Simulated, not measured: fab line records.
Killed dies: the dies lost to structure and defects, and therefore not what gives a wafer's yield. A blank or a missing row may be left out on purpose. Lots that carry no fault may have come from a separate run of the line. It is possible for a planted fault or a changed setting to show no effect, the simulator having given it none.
Matching of chambers :: flow n5Finfet :: N5_BEOL_M4_PRE_CLEAN_60 on cvdCo-01: 3 sister chambers
The step time 15 s. 27 wafers are shown with their chamber, then 12 later ones without.

WAFERS, EACH WITH ITS CHAMBER
wafer: L075.3
chamber: 0
heaterPowerW (W): 88

wafer: L075.4
chamber: 2
heaterPowerW (W): 105

wafer: L075.6
chamber: 0
heaterPowerW (W): 90

wafer: L076.1
chamber: 2
heaterPowerW (W): 102

wafer: L076.2
chamber: 1
heaterPowerW (W): 132

wafer: L076.3
chamber: 0
heaterPowerW (W): 88

wafer: L076.4
chamber: 0
heaterPowerW (W): 89

wafer: L076.5
chamber: 2
heaterPowerW (W): 103

wafer: L076.6
chamber: 1
heaterPowerW (W): 136

wafer: L077.1
chamber: 2
heaterPowerW (W): 103

wafer: L077.4
chamber: 2
heaterPowerW (W): 103

wafer: L077.5
chamber: 1
heaterPowerW (W): 134

wafer: L078.1
chamber: 0
heaterPowerW (W): 89

wafer: L078.3
chamber: 1
heaterPowerW (W): 137

wafer: L078.5
chamber: 1
heaterPowerW (W): 132

wafer: L081.1
chamber: 0
heaterPowerW (W): 90

wafer: L081.3
chamber: 1
heaterPowerW (W): 137

wafer: L081.6
chamber: 1
heaterPowerW (W): 138

wafer: L084.2
chamber: 1
heaterPowerW (W): 136

wafer: L084.4
chamber: 0
heaterPowerW (W): 89

wafer: L084.5
chamber: 2
heaterPowerW (W): 106

wafer: L085.1
chamber: 2
heaterPowerW (W): 105

wafer: L085.3
chamber: 1
heaterPowerW (W): 134

wafer: L085.6
chamber: 2
heaterPowerW (W): 106

wafer: L087.1
chamber: 1
heaterPowerW (W): 134

wafer: L087.2
chamber: 0
heaterPowerW (W): 88

wafer: L087.5
chamber: 0
heaterPowerW (W): 89

SIGNATURES (means of the wafers above)
reading: heaterPowerW
chamber 0: 88.89
chamber 1: 135.00
chamber 2: 104.12
scatter within a chamber: 1.6
Rule: a wafer lies at a distance from a chamber equal to the root of the sum of squares, over the readings, of (its reading less the chamber's mean, divided by the reading's scatter). The wafer belongs to the nearest chamber; if the next one is less than 2 further off, it can't be placed. The scatter: the root of (the sum of the squares of (reading less its chamber's mean) over the shown wafers, divided by (wafers less chambers)).

WAFERS WITH NO CHAMBER GIVEN
wafer: L090.2
heaterPowerW (W): 88

wafer: L090.5
heaterPowerW (W): 89

wafer: L090.6
heaterPowerW (W): 103

wafer: L091.2
heaterPowerW (W): 132

wafer: L091.5
heaterPowerW (W): 87

wafer: L091.6
heaterPowerW (W): 133

wafer: L092.1
heaterPowerW (W): 106

wafer: L092.2
heaterPowerW (W): 131

wafer: L092.5
heaterPowerW (W): 88

wafer: L097.1
heaterPowerW (W): 104

wafer: L097.3
heaterPowerW (W): 134

wafer: L097.6
heaterPowerW (W): 132

WHICH CHAMBER EACH ONE RAN IN
wafer: L090.2
from the rows above: 0
in truth: 0

wafer: L090.5
from the rows above: 0
in truth: 0

wafer: L090.6
from the rows above: 2
in truth: 2

wafer: L091.2
from the rows above: 1
in truth: 1

wafer: L091.5
from the rows above: 0
in truth: 0

wafer: L091.6
from the rows above: 1
in truth: 1

wafer: L092.1
from the rows above: 2
in truth: 2

wafer: L092.2
from the rows above: 1
in truth: 1

wafer: L092.5
from the rows above: 0
in truth: 0

wafer: L097.1
from the rows above: 2
in truth: 2

wafer: L097.3
from the rows above: 1
in truth: 1

wafer: L097.6
from the rows above: 1
in truth: 1
Placed correctly: 12 of 12. Can't be placed from these rows: 0. Wrongly placed: 0.
